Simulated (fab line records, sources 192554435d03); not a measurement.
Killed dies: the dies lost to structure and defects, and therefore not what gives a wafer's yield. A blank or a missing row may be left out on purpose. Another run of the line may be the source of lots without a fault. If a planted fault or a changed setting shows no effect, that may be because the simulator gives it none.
fab line records ; flow n5Finfet
[record] lots = 6; wafers = 17; lastDay = 19
route steps=1938 shown START@1 ZERO_LAYER@2 PASSIVATION@1936
lots that met no fault: taken from a fault-free run of the same line
startH: the number of hours between the record's first day and the start of the first shown wafer of the lot ; waitH: hours from the lot's prior step to this one ; " identical to the entry in the row above ; L1.1+2: a row that stands for several wafers ; - no value, or no start given ; * or withheld: withheld ; < > ~ a bound
route shown NAME@n: names a module that has steps shown in the file, with the first one's number in the route ; usual: mean/standard deviation taken from wafers without a fault ; same: alike in all rows ; chamber/n: place in a boat ; sites: each site's reading ; _std_site: the values' standard deviation ; _edge_site: outer sites' mean less inner sites' ; radiusMm: how far each site lies from the wafer's centre ; mask NAME#n: copy n ; behind: the last tool/chamber to shape the wafer ; hold: cause of the lot's hold/its duration in hours/its outcome ; device: transistor that didn't switch, given as n, p or np ; end of line: tests of these same wafers at the route's end ; a step with no rows: only its recipe ; killed: the dies lost at the first sort to structure and to defects; this is not the yield of the wafer ; map: a wafer's dies, x killed, . not, _ none there
set.NAME: the setting the step ran with; set.NAME@STEP: the setting that earlier step ran with ; model.NAME: the simulator's own value behind a step, which no gauge read
a table for each step, a row for each wafer; lots at some steps of the route
services: from which hour (startH, from the record's first day; less than 0 if before it) a tool's chamber was out of use, for how many hours, and why
[[steps]]
[step N5_START_INSPECT_01]
[recipe] inspectInstrument = unpatternedScan; mode = incoming
[usual] rawDefectCount = 6/3.6
lot.wafer;tool;chamber;startH;waitH;rawDefectCount
L290.1;defectInspect-02;-;12.03;-;9
L290.4;defectInspect-02;-;12.03;-;7
L290.6;defectInspect-02;-;12.03;-;9
L296.3;defectInspect-02;-;48.03;-;6
L296.4;defectInspect-02;-;48.03;-;6
L296.5;defectInspect-02;-;48.03;-;3
L297.2;defectInspect-01;-;54.03;-;5
L297.3;defectInspect-01;-;54.03;-;1
L305.3;defectInspect-02;-;102.03;-;6
L305.4;defectInspect-02;-;102.03;-;2
L305.5;defectInspect-02;-;102.03;-;5
L308.2;defectInspect-01;-;120.04;-;3
L308.5;defectInspect-01;-;120.04;-;4
L308.6;defectInspect-01;-;120.04;-;10
L312.1;defectInspect-02;-;144.03;-;2
L312.2;defectInspect-02;-;144.03;-;2
L312.4;defectInspect-02;-;144.03;-;5
[step N5_ZERO_LAYER_PRECLEAN_00]
[recipe] chemistry = SPM; timeS = 600; tempC = 120; mix = 4:1
[step N5_ZERO_LAYER_SRD_01]
[recipe] timeS = 30; tempC = 23; rinseLiquid = diw; dry = n2Spin; spinRpm = 1500; dryTimeS = 30
[step N5_ZERO_LAYER_PECVD_02]
[recipe] material = SiO2; targetThkA = 100; tempC = 400; precursor = SiH4/N2O; pressureTorr = 0.75; rfW = 275; timeS = 6
[usual] chamberPressureTorr = 0.7497/0.0016; heaterPowerW = 717/58; showerheadPlenumPTorr = 8.03/0.14
lot.wafer;tool;chamber;startH;waitH;chamberPressureTorr;heaterPowerW;showerheadPlenumPTorr;model.SiO2_of_ZERO_LAYER_PECVD_02.thkNm
L290.1;pecvd-03;1;12.28;0.0;0.7510;690;8.15;10.38
L290.4;pecvd-03;0;12.28;0.0;0.7500;814;8.14;10.28
L290.6;pecvd-03;2;12.28;0.0;0.7483;638;8.25;10.06
L296.3;pecvd-04;0;48.28;0.0;0.7496;718;7.87;9.811
L296.4;pecvd-04;0;48.28;0.0;0.7508;716;7.83;6.168
L296.5;pecvd-04;1;48.28;0.0;0.7469;684;8.09;10.11
L297.2;pecvd-04;0;54.28;0.0;0.7482;705;7.83;6.225
L297.3;pecvd-04;1;54.28;0.0;0.7528;759;8.10;10.01
L305.3;pecvd-03;0;102.28;0.0;0.7483;759;8.17;10.05
L305.4;pecvd-03;0;102.28;0.0;0.7491;750;8.16;10.13
L305.5;pecvd-03;1;102.28;0.0;0.7487;641;8.12;10.54
L308.2;pecvd-02;2;120.29;0.0;0.7513;759;8.14;10.32
L308.5;pecvd-02;0;120.29;0.0;0.7496;690;8.01;10.01
L308.6;pecvd-02;1;120.29;0.0;0.7471;654;8.04;9.979
L312.1;pecvd-04;1;144.30;0.0;0.7516;647;8.11;9.655
L312.2;pecvd-04;0;144.30;0.0;0.7522;658;7.83;9.901
L312.4;pecvd-04;1;144.30;0.0;0.7503;649;8.09;9.944
[step N5_ZERO_LAYER_HMDS_04]
[recipe] timeS = 60; tempC = 120
[step N5_PASSIVATION_PROBE_49]
[usual] killed_at_M0_to_M3 = 34/11; killed_at_M4_up = 14/5.6; killedAtContacts = 13/5.9; killedAtFrontEnd = 40/11; killedAtOther = 4/3.1; killedDies = 105/16; killedOpen = 68/11; killedShort = 34/8.4
[same] grossDies = 1180; killedAtBackSide = 0
lot.wafer;tool;chamber;startH;waitH;killed_at_M0_to_M3;killed_at_M4_up;killedAtContacts;killedAtFrontEnd;killedAtOther;killedDies;killedOpen;killedShort
L290.1;prober-01;-;285.99;0.0;18;9;17;29;7;80;58;22
L290.4;prober-01;-;286.14;0.2;35;8;9;34;4;90;63;26
L290.6;prober-01;-;286.24;0.3;38;11;18;40;4;111;73;35
L297.2;prober-02;-;320.22;0.1;45;13;20;32;1;111;75;32
L297.3;prober-02;-;320.27;0.1;38;16;20;43;2;119;86;19
// killed by level:class
L290.1 MOL_CONTACT_COAG:geometricParticle:open=11 MOL_CONTACT_COAG:geometricParticle:short=6 STARTING-WAFER:geometricParticle:open=6 BEOL_M3:geometricParticle:open=5 FIN_SAQP:geometricParticle:open=4 DUMMY_GATE:geometricParticle:open=4 BEOL_M0_SAQP:geometricParticle:short=4 FIN_SAQP:geometricParticle:short=3
L290.4 BEOL_M0_SAQP:geometricParticle:open=14 STI_FIN_REVEAL:geometricParticle:open=12 MOL_CONTACT_COAG:geometricParticle:open=8 BEOL_M0_SAQP:geometricParticle:short=8 BEOL_M2:geometricParticle:open=8 FIN_SAQP:geometricParticle:short=5 FIN_SAQP:geometricParticle:open=4 BEOL_M1:geometricParticle:short=3
L290.6 BEOL_M2:geometricParticle:open=11 MOL_CONTACT_COAG:geometricParticle:open=10 FIN_SAQP:geometricParticle:short=9 MOL_CONTACT_COAG:geometricParticle:short=8 FIN_SAQP:geometricParticle:open=7 STI_FIN_REVEAL:geometricParticle:open=7 BEOL_M3:geometricParticle:open=7 BEOL_M0_SAQP:geometricParticle:short=6
L297.2 MOL_CONTACT_COAG:geometricParticle:open=17 BEOL_M3:geometricParticle:open=12 BEOL_M0_SAQP:geometricParticle:short=10 BEOL_M0_SAQP:geometricParticle:open=8 BEOL_M4:geometricParticle:open=8 FIN_SAQP:geometricParticle:short=7 BEOL_M2:geometricParticle:open=7 DUMMY_GATE:geometricParticle:open=5
L297.3 MOL_CONTACT_COAG:geometricParticle:open=19 BEOL_M0_SAQP:geometricParticle:open=14 HKMG_FIN:areaEtch=11 STI_FIN_REVEAL:geometricParticle:open=10 BEOL_M0_SAQP:geometricParticle:short=7 BEOL_M4:geometricParticle:open=7 FIN_SAQP:geometricParticle:open=6 BEOL_M2:geometricParticle:open=5
[[services]]
tool;chamber;startH;hours;kind
pecvd-04;-;-6.70;0.8;repair
pecvd-04;2;-0.66;2.1;scheduledDown
pecvd-03;1;-0.53;5.5;repair
pecvd-03;2;21.12;-;clean
pecvd-03;2;21.12;-;consumableReplace:showerhead
pecvd-03;2;21.12;29.0;scheduledDown
pecvd-03;2;21.12;29.0;ventCycle
pecvd-03;0;35.03;5.5;scheduledDown
pecvd-04;-;68.07;1.5;repair
pecvd-02;0;78.13;5.5;scheduledDown
pecvd-02;0;86.75;2.1;scheduledDown
pecvd-02;0;93.59;4.7;repair
pecvd-03;2;98.37;2.1;scheduledDown
pecvd-02;-;101.28;1.1;repair
pecvd-02;2;110.89;8.5;repair
pecvd-02;0;131.36;4.5;repair
[[key]]
firstSign none at tools or gauges
[modelEffect] step = N5_ZERO_LAYER_PECVD_02; value = SiO2_of_ZERO_LAYER_PECVD_02.thkNm; without = 9.963; struck = 6.196
metAt N5_ZERO_LAYER_PECVD_02
struckWafers L296.4,L297.2
testerLeftOut L296,L297
[baselineLoss] step = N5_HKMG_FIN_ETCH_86; wafers = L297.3
[fault] kind = processParameterDrift; tool = pecvd-04; chamber = -; onsetH = 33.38; steps = N5_ZERO_LAYER_PECVD_02; channel = timeS; offset = *; shape = step; endH = 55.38; scope = struckWafersOnly; actsIn = *; stated = *
// testerLeftOut: of these lots the tester's yield and bins aren't shown, on N5 and GAA mostly nor the transistor test; their killed dies are dies lost to structure and defects alone, not to doping, threshold or leakage, so they don't give the yield
// baselineLoss: these wafers lose ten dies or more at that step, a loss of the line's own and not of a fault; the sort's usual values leave them out
